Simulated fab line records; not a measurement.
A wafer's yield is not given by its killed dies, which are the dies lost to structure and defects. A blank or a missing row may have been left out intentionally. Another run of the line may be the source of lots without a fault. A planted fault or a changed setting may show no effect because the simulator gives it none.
fab line records	flow n5Finfet
[record] lots = 7	wafers = 21
route steps=1938 shown BEOL_M13@1673 BEOL_M14@1716 BEOL_M15@1773 MIM_BOT_LITHO@1858 MIM_BOT_ETCH@1866
startH: hours from the record's opening day to when the first of the lot's shown wafers began	waitH: time in hours since the lot's previous step	" unchanged from the row above	L1.1+2: one row covering several wafers at once	- no value present, or no start provided	* or withheld: withheld	< > ~ a bound
route shown NAME@n: NAME is a module with steps in the file, n the number in the route of the first one	usual: mean/standard deviation of fault-free wafers	same: alike in all rows	chamber/n: place in a boat	sites: per-site readings	_std_site: the values' standard deviation	_edge_site: the outer-site mean with the inner-site mean subtracted	radiusMm: for every site, how far away it sits from the centre of the wafer	mask NAME#n: copy n	behind: tool/chamber where the wafer was last shaped	hold: what put the lot on hold/how long, in hours/how the hold closed	device: whichever transistor did not switch (one of n, p or np)	end of line: tests of these same wafers at the route's end	step lacking rows: just its recipe	killed: count of dies lost to structure and defects at first sort (not the wafer's yield)	map: per-die view of a wafer (x killed, . not killed, _ where there is no die)
set.NAME: the setting as run; set.NAME@STEP: as run at that earlier step	model.NAME: the simulator's own value behind a step, which no gauge read
lots where settings were altered on purpose, with a table for each step and a row for each wafer
[[steps]]
[step N5_BEOL_M13_ETCH_59]
[recipe] chemistry = N2/H2	target = BARC	targetDepthA = 890	overetchA = 267	timeS = 67.9	ionEnergyEv = 200	pressureMtorr = 30	sourceW = 840	biasW = 150	n2FlowSccm = 200	h2FlowSccm = 200
lot.wafer	tool	chamber	startH	waitH	set.timeS	set.spinRpm@BEOL_M13_COAT_58	model.coat_of_BEOL_M13_COAT_04.thkNm	model.etch.depthNm
L077.1	rieDiel-06	2	235.97	0.0	67.9	1500	317.2	88.7
L077.4	"	1	"	"	63.31	1500	324	89.05
L077.6	"	3	"	"	63.31	1438	320.4	90.65
L079.2	rieDiel-06	0	245.47	0.0	73.23	1500	312.4	89.01
L079.4	"	2	"	"	67.9	1500	317.2	89.46
L079.5	"	3	"	"	67.9	1500	316.6	89.32
L088.1	rieDiel-01	2	347.01	0.0	77.68	1500	310.6	89.42
L088.5	"	3	"	"	67.9	1500	315.4	89.31
L088.6	"	2	"	"	67.9	1500	318.6	89.29
L095.2	rieDiel-06	3	360.48	0.0	67.9	1500	318.4	89.27
L095.5	"	1	"	"	67.9	1500	322.6	89.03
L095.6	"	2	"	"	67.9	1500	319.4	89.2
L094.1	rieDiel-01	1	362.19	0.0	67.9	1500	315.4	88.91
L094.3	"	2	"	"	67.9	1500	319.6	89.32
L094.4	"	0	"	"	67.9	1500	319.2	89.27
L089.1	rieDiel-01	2	380.03	0.0	67.9	1500	321.4	89.02
L089.2	"	0	"	"	67.9	1500	318.8	89.25
L089.6	"	1	"	"	76.36	1500	306	89.12
L092.1	rieDiel-06	2	382.06	0.0	67.9	1500	315.6	88.59
L092.2	"	1	"	"	67.9	1500	319.6	88.63
L092.4	"	0	"	"	78.44	1414	308.2	91.33
[step N5_BEOL_M13_VIA_ETCH_16]
[recipe] chemistry = C4F8/O2/Ar	target = SiOC	pressureMtorr = 30	sourceW = 3000	biasW = 700	Ar_flow_sccm = 400	C4F8_flow_sccm = 15	O2_flow_sccm = 8	heInnerTorr = 15	heOuterTorr = 30	targetDepthA = 9217	timeS = withheld	ionEnergyEv = 250	ends = cleared
[step N5_BEOL_M13_STRIP_63]
[recipe] chemistry = N2/H2	powerW = 1000	tempC = 250	h2Frac = 0.65	overashFraction = 0.3	pressureMtorr = 1000	n2FlowSccm = 1750	h2FlowSccm = 3250
[step N5_BEOL_M13_STRIP_64]
[recipe] chemistry = N2/H2	powerW = 1000	tempC = 250	h2Frac = 0.65	overashFraction = 0.3	pressureMtorr = withheld	n2FlowSccm = 1750	h2FlowSccm = 3250
[usual] stripTimeToEndpointS = 31.33/0.066
lot.wafer	tool	chamber	startH	waitH	set.spinRpm@BEOL_M13_COAT_58	stripTimeToEndpointS
L077.1	plasmaAsher-02	0	236.31	0.0	1500	31.24
L077.4	"	0	"	"	1500	31.33
L077.6	"	1	"	"	1438	31.77
L079.2	plasmaAsher-02	0	245.82	0.0	1500	31.33
L079.4	"	0	"	"	1500	31.44
L079.5	"	0	"	"	1500	31.42
L088.1	plasmaAsher-01	0	347.36	0.0	1500	31.43
L088.5	"	0	"	"	1500	31.43
L088.6	"	1	"	"	1500	31.38
L095.2	plasmaAsher-02	0	360.83	0.0	1500	31.39
L095.5	"	0	"	"	1500	31.32
L095.6	"	1	"	"	1500	31.37
L094.1	plasmaAsher-01	0	362.54	0.0	1500	31.28
L094.3	"	0	"	"	1500	31.40
L094.4	"	1	"	"	1500	31.40
L089.1	plasmaAsher-02	1	380.38	0.0	1500	31.33
L089.2	"	0	"	"	1500	31.38
L089.6	"	1	"	"	1500	31.35
L092.1	plasmaAsher-02	1	382.40	0.0	1500	31.20
L092.2	"	0	"	"	1500	31.20
L092.4	"	0	"	"	1414	31.98
[step N5_BEOL_M13_SPUTTER_43]
[recipe] material = TaN	targetThkA = 150	tempC = 50	biasV = 168.6	powerW = 15000	chamberPressurePa = 0.12	timeS = 24.19
lot.wafer	tool	chamber	startH	waitH	set.powerW	model.TaN_of_BEOL_M13_SPUTTER_43.thkNm
L077.1+6	pvdSputter-02	-	238.37	0.0	15000	14.8
L077.4	"	-	"	"	15000	15
L079.2	pvdSputter-02	-	247.48	0.0	16080	16
L079.4	"	-	"	"	16080	16.2
L079.5	"	-	"	"	15000	15
L088.1	pvdSputter-03	-	349.04	0.0	15000	15
L088.5	"	-	"	"	15000	14.8
L088.6	"	-	"	"	13540	13.4
L095.2+5	pvdSputter-03	-	366.33	0.0	15000	15
L095.6	"	-	"	"	15000	14.8
L094.1	pvdSputter-01	-	366.37	0.0	15000	15
L094.3+4	"	-	"	"	15000	15.2
L089.1	pvdSputter-01	-	386.16	0.0	15000	15.2
L089.2	"	-	"	"	17190	17.4
L089.6	"	-	"	"	15000	14.8
L092.1+2+4	pvdSputter-02	-	386.22	0.0	15000	15
[step N5_BEOL_M14_ILD_DEP_00]
[recipe] material = SiO2	targetThkA = 11193	tempC = 400	precursor = TEOS/O2	pressureTorr = 6.5	rfW = 900	teosFlowSccm = 161.4	gas = O2	flowSccm = 2650	timeS = 237.4
lot.wafer	tool	chamber	startH	waitH	set.timeS	model.SiO2_of_BEOL_M14_ILD_DEP_00.thkNm
L077.1+4	pecvd-03	0,2	239.68	0.0	237.4	1136
L077.6	"	1	"	"	237.4	1147
L079.2	pecvd-04	0	248.71	0.0	237.4	1105
L079.4	"	2	"	"	237.4	1123
L079.5	"	1	"	"	252	1199
L088.1	pecvd-04	1	350.50	0.0	237.4	1106
L088.5	"	1	"	"	267.9	1271
L088.6	"	0	"	"	237.4	1117
L095.2	pecvd-03	0	367.55	0.0	223	1040
L095.5	"	0	"	"	237.4	1120
L095.6	"	2	"	"	223	1047
L094.1	pecvd-03	2	367.94	0.0	237.4	1115
L094.3	"	0	"	"	237.4	1109
L094.4	"	1	"	"	237.4	1126
L089.1	pecvd-02	2	388.08	0.0	262.4	1232
L089.2	"	0	"	"	237.4	1102
L089.6	"	1	"	"	237.4	1124
L092.1	pecvd-04	0	388.38	0.0	266	1231
L092.2	"	2	"	"	266	1237
L092.4	"	1	"	"	237.4	1131
[step N5_BEOL_M14_THK_MEAS_01]
[recipe] reads = SiO2_of_BEOL_M14_ILD_DEP_00
[usual] M14_ILD_THK = 1116/15
lot.wafer	tool	chamber	startH	waitH	set.timeS@BEOL_M14_ILD_DEP_00	M14_ILD_THK[nm]
L077.1	filmMetro-02	-	239.89	0.1	237.4	1137
L077.4	"	-	"	"	237.4	1136
L077.6	"	-	"	"	237.4	1147
L079.2	filmMetro-02	-	248.90	0.1	237.4	1105
L079.4	"	-	"	"	237.4	1123
L079.5	"	-	"	"	252	1198
L088.1	filmMetro-01	-	350.69	0.1	237.4	1107
L088.5	"	-	"	"	267.9	1271
L088.6	"	-	"	"	237.4	1117
L095.2	filmMetro-01	-	367.74	0.1	223	1040
L095.5	"	-	"	"	237.4	1120
L095.6	"	-	"	"	223	1046
L094.1	filmMetro-01	-	368.13	0.1	237.4	1115
L094.3	"	-	"	"	237.4	1109
L094.4	"	-	"	"	237.4	1125
L089.1	filmMetro-02	-	388.27	0.1	262.4	1232
L089.2	"	-	"	"	237.4	1100
L089.6	"	-	"	"	237.4	1124
L092.1	filmMetro-02	-	388.57	0.1	266	1231
L092.2	"	-	"	"	266	1237
L092.4	"	-	"	"	237.4	1131
[step N5_BEOL_M14_COAT_58]
[recipe] resist = BARC	tempC = 205	timeS = 60	spinRpm = 1500	resistThkNm = 89
[step N5_BEOL_M14_COAT_04]
[recipe] spinRpm = 1704	resistThkNm = 800
[step N5_BEOL_M14_DESCUM_15]
[recipe] chemistry = O2	timeS = 7.9	sourcePowerW = 50	biasPowerW = 20	pressureMtorr = 20	rfFrequencyHz = 2.712e+07	tempC = 40	o2FlowSccm = 225
[step N5_BEOL_M14_ETCH_59]
[recipe] chemistry = N2/H2	target = BARC	targetDepthA = 890	overetchA = 267	timeS = 67.9	ionEnergyEv = 200	pressureMtorr = 30	sourceW = 840	biasW = 150	n2FlowSccm = 200	h2FlowSccm = 200
[step N5_BEOL_M14_VIA_ETCH_16]
[recipe] chemistry = C4F8/O2/Ar	target = SiO2	heInnerTorr = 15	heOuterTorr = 30	targetDepthA = 12313	timeS = withheld	ionEnergyEv = 800	pressureMtorr = 20	sourceW = 1905	biasW = 2040	Ar_flow_sccm = 400	C4F8_flow_sccm = 16	O2_flow_sccm = 12	ends = cleared
lot.wafer	tool	chamber	startH	waitH	set.timeS@BEOL_M14_ILD_DEP_00	model.etch.depthNm	model.coat_of_BEOL_M14_COAT_04.thkNm
L077.1	rieDiel-03	1	240.49	0.0	*	1136	452.6
L077.4	"	3	"	"	*	1136	450.2
L077.6	"	2	"	"	*	1147	450.4
L079.2	rieDiel-03	3	249.38	0.0	*	1105	457
L079.4	"	3	"	"	*	1123	452.2
L079.5	"	1	"	"	*	1199	437.8
L088.1	rieDiel-03	3	351.18	0.0	*	1106	455.6
L088.5	"	1	"	"	*	1271	421.8
L088.6	"	0	"	"	*	1117	455.2
L095.2	rieDiel-02	1	368.35	0.0	*	1040	474
L095.5	"	2	"	"	*	1120	455.6
L095.6	"	3	"	"	*	1047	477.8
L094.1	rieDiel-02	3	368.74	0.0	*	1115	457
L094.3	"	2	"	"	*	1109	453
L094.4	"	2	"	"	*	1126	450.4
L089.1	rieDiel-02	0	388.88	0.0	*	1232	435
L089.2	"	3	"	"	*	1102	468.6
L089.6	"	2	"	"	*	1124	454.4
L092.1	rieDiel-02	1	389.22	0.0	*	1231	430.2
L092.2	"	3	"	"	*	1237	433.2
L092.4	"	2	"	"	*	1131	448.2
[step N5_BEOL_M14_DEP_53]
[recipe] material = SiCN	targetThkA = 500	tempC = withheld	precursor = 3MS/NH3	pressureTorr = 3	rfW = 675	timeS = 17.8
lot.wafer	tool	chamber	startH	waitH	set.timeS	model.SiCN_of_BEOL_M14_DEP_53.thkNm
L077.1	pecvd-03	2	243.37	0.0	17.8	49.4
L077.4	"	0	"	"	20.24	56.6
L077.6	"	1	"	"	20.24	56.8
L079.2	pecvd-03	1	252.36	0.0	16.52	46.8
L079.4	"	2	"	"	16.52	46.4
L079.5	"	0	"	"	16.52	47
L088.1	pecvd-02	1	354.82	0.0	16.76	45.8
L088.5	"	1	"	"	17.8	49
L088.6	"	0	"	"	17.8	49.6
L095.2	pecvd-03	2	372.38	0.0	17.8	50.2
L095.5	"	2	"	"	17.8	51.2
L095.6	"	1	"	"	19.45	55.6
L094.1+3	pecvd-03	0,1	373.38	0.0	17.8	50
L094.4	"	2	"	"	17.8	51.6
L089.1	pecvd-03	2	397.09	0.0	17.8	49.2
L089.2	"	0	"	"	19.24	52.6
L089.6	"	2	"	"	19.24	54.4
L092.1	pecvd-04	2	397.31	0.0	17.8	50.2
L092.2	"	0	"	"	16.62	46.2
L092.4	"	0	"	"	17.8	50.4
[step N5_BEOL_M15_ILD_DEP_00]
[recipe] material = SiO2	targetThkA = 16293	tempC = 400	precursor = TEOS/O2	pressureTorr = 6.5	rfW = 900	teosFlowSccm = 161.4	gas = O2	flowSccm = 2650	timeS = 346.1
lot.wafer	tool	chamber	startH	waitH	set.tempC	model.SiO2_of_BEOL_M15_ILD_DEP_00.thkNm
L077.1	pecvd-04	0	243.50	0.0	400	1624
L077.4	"	1	"	"	400	1648
L077.6	"	2	"	"	400	1609
L079.2	pecvd-04	1	252.49	0.0	400	1602
L079.4	"	2	"	"	394.2	1645
L079.5	"	0	"	"	400	1604
L088.1	pecvd-04	0	354.95	0.0	392.6	1701
L088.5	"	2	"	"	400	1630
L088.6	"	1	"	"	392.6	1727
L095.2	pecvd-01	2	372.51	0.0	400	1624
L095.5	"	1	"	"	400	1661
L095.6	"	2	"	"	400	1652
L094.1	pecvd-04	1	373.51	0.0	400	1599
L094.3	"	0	"	"	400	1560
L094.4	"	2	"	"	400	1568
L089.1	pecvd-01	2	397.24	0.0	407.8	1515
L089.2	"	0	"	"	400	1623
L089.6	"	2	"	"	400	1662
L092.1	pecvd-03	0	397.44	0.0	400	1575
L092.2	"	2	"	"	396.7	1625
L092.4	"	0	"	"	400	1592
[step N5_BEOL_M15_THK_MEAS_01]
[recipe] reads = SiO2_of_BEOL_M15_ILD_DEP_00
[usual] M15_ILD_THK = 1614/24
lot.wafer	tool	chamber	startH	waitH	set.tempC@BEOL_M15_ILD_DEP_00	M15_ILD_THK[nm]
L077.1	filmMetro-02	-	243.75	0.1	400	1623
L077.4	"	-	"	"	400	1648
L077.6	"	-	"	"	400	1607
L079.2	filmMetro-01	-	252.74	0.1	400	1601
L079.4	"	-	"	"	394.2	1646
L079.5	"	-	"	"	400	1604
L088.1	filmMetro-01	-	355.20	0.1	392.6	1701
L088.5	"	-	"	"	400	1631
L088.6	"	-	"	"	392.6	1728
L095.2	filmMetro-01	-	372.76	0.1	400	1625
L095.5	"	-	"	"	400	1661
L095.6	"	-	"	"	400	1653
L094.1	filmMetro-02	-	373.76	0.1	400	1600
L094.3	"	-	"	"	400	1559
L094.4	"	-	"	"	400	1569
L089.1	filmMetro-02	-	397.49	0.1	407.8	1515
L089.2	"	-	"	"	400	1622
L089.6	"	-	"	"	400	1661
L092.1	filmMetro-01	-	397.80	0.2	400	1575
L092.2	"	-	"	"	396.7	1624
L092.4	"	-	"	"	400	1593
[step N5_BEOL_M15_COAT_58]
[recipe] resist = BARC	tempC = 205	timeS = 60	spinRpm = 1500	resistThkNm = 89
[step N5_BEOL_M15_COAT_04]
[recipe] spinRpm = 1704	resistThkNm = 800
[step N5_BEOL_M15_DESCUM_15]
[recipe] chemistry = O2	timeS = 7.9	sourcePowerW = 50	biasPowerW = 20	pressureMtorr = 20	rfFrequencyHz = 2.712e+07	tempC = 40	o2FlowSccm = 225
[step N5_BEOL_M15_ETCH_59]
[recipe] chemistry = N2/H2	target = BARC	targetDepthA = 890	overetchA = 267	timeS = 67.9	ionEnergyEv = 200	pressureMtorr = 30	sourceW = 840	biasW = 150	n2FlowSccm = 200	h2FlowSccm = 200
[step N5_BEOL_M15_VIA_ETCH_16]
[recipe] chemistry = C4F8/O2/Ar	target = SiO2	heInnerTorr = 15	heOuterTorr = 30	targetDepthA = 17922	timeS = withheld	ionEnergyEv = 800	pressureMtorr = 20	sourceW = 1905	biasW = 2040	Ar_flow_sccm = 400	C4F8_flow_sccm = 16	O2_flow_sccm = 12	ends = cleared
lot.wafer	tool	chamber	startH	waitH	set.tempC@BEOL_M15_ILD_DEP_00	model.etch.depthNm	model.coat_of_BEOL_M15_COAT_04.thkNm
L077.1	rieDiel-05	1	244.29	0.0	400	1624	342
L077.4	"	3	"	"	400	1648	333.2
L077.6	"	1	"	"	400	1609	347
L079.2	rieDiel-01	2	253.35	0.0	400	1602	341
L079.4	"	2	"	"	394.2	1645	327.6
L079.5	"	3	"	"	400	1604	333.6
L088.1	rieDiel-01	3	355.68	0.0	392.6	1701	311.8
L088.5	"	0	"	"	400	1630	335.4
L088.6	"	1	"	"	392.6	1727	312.8
L095.2	rieDiel-06	0	373.37	0.0	400	1624	327
L095.5	"	2	"	"	400	1661	325.2
L095.6	"	1	"	"	400	1652	331.2
L094.1	rieDiel-06	1	374.28	0.0	400	1599	341.2
L094.3	"	2	"	"	400	1560	350.6
L094.4	"	3	"	"	400	1568	350.2
L089.1	rieDiel-05	1	398.09	0.0	407.8	1515	363.2
L089.2	"	3	"	"	400	1623	335.8
L089.6	"	1	"	"	400	1662	329.6
L092.1	rieDiel-06	2	398.27	0.0	400	1575	345.6
L092.2	"	3	"	"	396.7	1625	336
L092.4	"	0	"	"	400	1592	338.8
[step N5_BEOL_M15_SPUTTER_44]
[recipe] material = Ta	targetThkA = 150	tempC = 50	biasV = 80	powerW = 15000	chamberPressurePa = 0.07	timeS = 24.19
lot.wafer	tool	chamber	startH	waitH	set.powerW	model.Ta_of_BEOL_M15_SPUTTER_44.thkNm
L077.1	pvdSputter-02	-	246.57	0.0	13360	13.6
L077.4	"	-	"	"	13360	13.2
L077.6	"	-	"	"	13360	13.4
L079.2+4	pvdSputter-03	-	255.88	0.0	15000	14.8
L079.5	"	-	"	"	15000	14.6
L088.1	pvdSputter-03	-	358.00	0.0	15000	14.8
L088.5	"	-	"	"	15000	15
L088.6	"	-	"	"	15730	15.8
L095.2	pvdSputter-02	-	377.84	0.0	15000	14.8
L095.5	"	-	"	"	12740	13
L095.6	"	-	"	"	15000	15
L094.1+3+4	pvdSputter-03	-	378.57	0.0	15000	15.2
L089.1	pvdSputter-03	-	402.27	0.0	15000	14.8
L089.2	"	-	"	"	14120	14.2
L089.6	"	-	"	"	15000	15.2
L092.1+4	pvdSputter-03	-	402.87	0.0	15000	14.6
L092.2	"	-	"	"	15780	15.6
[step N5_BEOL_M15_DEP_53]
[recipe] material = SiCN	targetThkA = 500	tempC = withheld	precursor = 3MS/NH3	pressureTorr = 3	rfW = 675	timeS = 17.8
lot.wafer	tool	chamber	startH	waitH	set.timeS	model.SiCN_of_BEOL_M15_DEP_53.thkNm
L077.1	pecvd-01	0	247.72	0.0	19.59	54.6
L077.4	"	1	"	"	19.59	56
L077.6	"	0	"	"	17.8	50.2
L079.2+5	pecvd-04	2,1	257.03	0.0	17.8	49.4
L079.4	"	2	"	"	17.8	50
L088.1	pecvd-03	1	359.25	0.0	17.8	48.6
L088.5	"	0	"	"	18.49	52
L088.6	"	2	"	"	18.49	52.2
L095.2	pecvd-01	2	378.93	0.0	16.7	47
L095.5	"	1	"	"	17.8	51
L095.6	"	2	"	"	16.7	47.4
L094.1	pecvd-04	2	379.67	0.0	17.8	50.4
L094.3	"	1	"	"	17.8	49.4
L094.4	"	2	"	"	17.8	51
L089.1	pecvd-04	2	403.37	0.0	17.8	49
L089.2	"	1	"	"	17.8	49.2
L089.6	"	1	"	"	17.8	49.4
L092.1	pecvd-04	0	403.97	0.0	20.22	56.6
L092.2	"	1	"	"	20.22	56.2
L092.4	"	1	"	"	17.8	50
[step N5_MIM_BOT_LITHO_EXPOSE_05]
[recipe] maskId = MIM_BOT	na = 0.55	sourceShape = conventional	sigmaOuter = 0.8	polarization = unpolarized	doseMj = 24.25
lot.wafer	tool	chamber	startH	waitH	mask	set.doseMj
L077.1+4	krfScanner-01	0	251.11	-	MIM_BOT#0	22.72
L077.6	"	0	"	"	MIM_BOT#0	24.25
L079.2+4+5	krfScanner-01	0	261.97	-	MIM_BOT#0	24.25
L088.1+5+6	krfScanner-02	0	366.60	-	MIM_BOT#0	24.25
L095.2	krfScanner-02	0	383.36	-	MIM_BOT#0	24.25
L095.5+6	"	0	"	"	MIM_BOT#0	23.45
L094.1+3+4	krfScanner-02	0	385.75	-	MIM_BOT#0	24.25
L089.1+2+6	krfScanner-01	0	409.36	-	MIM_BOT#0	24.25
L092.1	krfScanner-01	0	409.43	-	MIM_BOT#0	24.25
L092.2+4	"	0	"	"	MIM_BOT#0	24.78
[step N5_MIM_BOT_LITHO_PEB_06]
[recipe] pebTempC = withheld	pebTimeS = *
[step N5_MIM_BOT_LITHO_DEVELOP_07]
[recipe] developTimeS = 60	rinseLiquid = diw	dry = airSpin	devTempC = 21
[step N5_MIM_BOT_LITHO_HARDBAKE_09]
[recipe] tempC = 130	timeS = 120
[step N5_MIM_BOT_LITHO_CD_MEAS_08]
[recipe] targetCdNm = 3000	landingEnergyEv = 500	detector = seInlens	polarity = opening
[usual] cdNm = 3000.1/1.9
lot.wafer	tool	chamber	startH	waitH	set.doseMj@MIM_BOT_LITHO_EXPOSE_05	cdNm
L077.1	cdSem-01	0	251.29	-	22.72	2989.9
L077.4	"	0	"	"	22.72	2987.0
L077.6	"	0	"	"	24.25	3001.5
L079.2	cdSem-02	0	262.15	-	24.25	3002.0
L079.4	"	0	"	"	24.25	3002.3
L079.5	"	0	"	"	24.25	2999.5
L088.1	cdSem-03	0	366.78	-	24.25	2998.9
L088.5	"	0	"	"	24.25	2999.7
L088.6	"	0	"	"	24.25	3000.2
L095.2	cdSem-02	0	383.53	-	24.25	2999.9
L095.5	"	0	"	"	23.45	2993.0
L095.6	"	0	"	"	23.45	2993.4
L094.1	cdSem-01	0	385.92	-	24.25	2999.8
L094.3	"	0	"	"	24.25	3001.6
L094.4	"	0	"	"	24.25	3000.1
L089.1	cdSem-03	0	409.54	-	24.25	2999.5
L089.2	"	0	"	"	24.25	2999.8
L089.6	"	0	"	"	24.25	2999.6
L092.1	cdSem-02	0	409.60	-	24.25	2999.5
L092.2	"	0	"	"	24.78	3003.9
L092.4	"	0	"	"	24.78	3004.5
[step N5_MIM_BOT_ETCH_ETCH_04]
[recipe] chemistry = CF4/O2	target = SiNx	targetDepthA = 260	timeS = 13	ionEnergyEv = 100	pressureMtorr = 40	sourceW = 535	biasW = 49	Ar_flow_sccm = 100	cf4FlowSccm = 100	O2_flow_sccm = 10
lot.wafer	tool	chamber	startH	waitH	set.timeS	model.etch.depthNm
L077.1	rieDiel-04	1	251.45	0.0	13	26.67
L077.4	"	2	"	"	15.88	31.96
L077.6	"	3	"	"	13	27.21
L079.2	rieDiel-02	3	262.47	0.0	14.21	28.21
L079.4	"	0	"	"	13	25.39
L079.5	"	1	"	"	13	26.02
L088.1	rieDiel-02	3	366.93	0.0	13	25.41
L088.5	"	3	"	"	15.71	30.89
L088.6	"	2	"	"	15.71	33.25
L095.2	rieDiel-02	0	383.68	0.0	11.7	23.03
L095.5	"	1	"	"	11.7	23.43
L095.6	"	2	"	"	13	27.44
L094.1	rieDiel-04	1	386.08	0.0	13	26.85
L094.3	"	3	"	"	13	27.3
L094.4	"	2	"	"	13	25.95
L089.1	rieDiel-03	3	409.69	0.0	13	25.63
L089.2	"	0	"	"	13	26.55
L089.6	"	3	"	"	15.9	30.93
L092.1	rieDiel-04	2	409.76	0.0	13	26.29
L092.2	"	1	"	"	10.32	21.41
L092.4	"	3	"	"	10.32	21.9
[[key]]
[split] step = N5_BEOL_M13_ETCH_59	setting = timeS	stated = 67.9	by = wafer
[response] step = N5_BEOL_M13_ETCH_59	reading = model.coat_of_BEOL_M13_COAT_04.thkNm	change = -0.679	per = 1%	r = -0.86
[split] step = N5_BEOL_M13_SPUTTER_43	setting = powerW	stated = 15000	by = wafer
[response] step = N5_BEOL_M13_SPUTTER_43	reading = model.TaN_of_BEOL_M13_SPUTTER_43.thkNm	change = +0.16	per = 1%	r = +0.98
[split] step = N5_BEOL_M14_ILD_DEP_00	setting = timeS	stated = 237.4	by = wafer
[response] step = N5_BEOL_M14_ILD_DEP_00	reading = model.SiO2_of_BEOL_M14_ILD_DEP_00.thkNm	change = +11.1	per = 1%	r = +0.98
[response] step = N5_BEOL_M14_THK_MEAS_01	reading = M14_ILD_THK	change = +11.2	per = 1%	r = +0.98
[response] step = N5_BEOL_M14_VIA_ETCH_16	reading = model.etch.depthNm	change = +11.1	per = 1%	r = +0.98
[response] step = N5_BEOL_M14_VIA_ETCH_16	reading = model.coat_of_BEOL_M14_COAT_04.thkNm	change = -2.29	per = 1%	r = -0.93
[split] step = N5_BEOL_M14_DEP_53	setting = timeS	stated = 17.8	by = wafer
[response] step = N5_BEOL_M14_DEP_53	reading = model.SiCN_of_BEOL_M14_DEP_53.thkNm	change = +0.546	per = 1%	r = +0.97
[split] step = N5_BEOL_M15_ILD_DEP_00	setting = tempC	stated = 400	by = wafer
[response] step = N5_BEOL_M15_ILD_DEP_00	reading = model.SiO2_of_BEOL_M15_ILD_DEP_00.thkNm	change = -49.9	per = 1%	r = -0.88
[response] step = N5_BEOL_M15_THK_MEAS_01	reading = M15_ILD_THK	change = -49.9	per = 1%	r = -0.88
[response] step = N5_BEOL_M15_VIA_ETCH_16	reading = model.etch.depthNm	change = -49.8	per = 1%	r = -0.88
[response] step = N5_BEOL_M15_VIA_ETCH_16	reading = model.coat_of_BEOL_M15_COAT_04.thkNm	change = +12.1	per = 1%	r = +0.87
[split] step = N5_BEOL_M15_SPUTTER_44	setting = powerW	stated = 15000	by = wafer
[response] step = N5_BEOL_M15_SPUTTER_44	reading = model.Ta_of_BEOL_M15_SPUTTER_44.thkNm	change = +0.137	per = 1%	r = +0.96
[split] step = N5_BEOL_M15_DEP_53	setting = timeS	stated = 17.8	by = wafer
[response] step = N5_BEOL_M15_DEP_53	reading = model.SiCN_of_BEOL_M15_DEP_53.thkNm	change = +0.517	per = 1%	r = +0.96
[split] step = N5_MIM_BOT_LITHO_EXPOSE_05	setting = doseMj	stated = 24.25	by = wafer
[response] step = N5_MIM_BOT_LITHO_CD_MEAS_08	reading = cdNm	change = +2.06	per = 1%	r = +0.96
[split] step = N5_MIM_BOT_ETCH_ETCH_04	setting = timeS	stated = 13	by = wafer
[response] step = N5_MIM_BOT_ETCH_ETCH_04	reading = model.etch.depthNm	change = +0.255	per = 1%	r = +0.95
split outsideThisFile step=N5_BEOL_M13_COAT_58 setting=spinRpm
// split outsideThisFile: this setting was split too, and the file shows its column; the key of that split is in another file
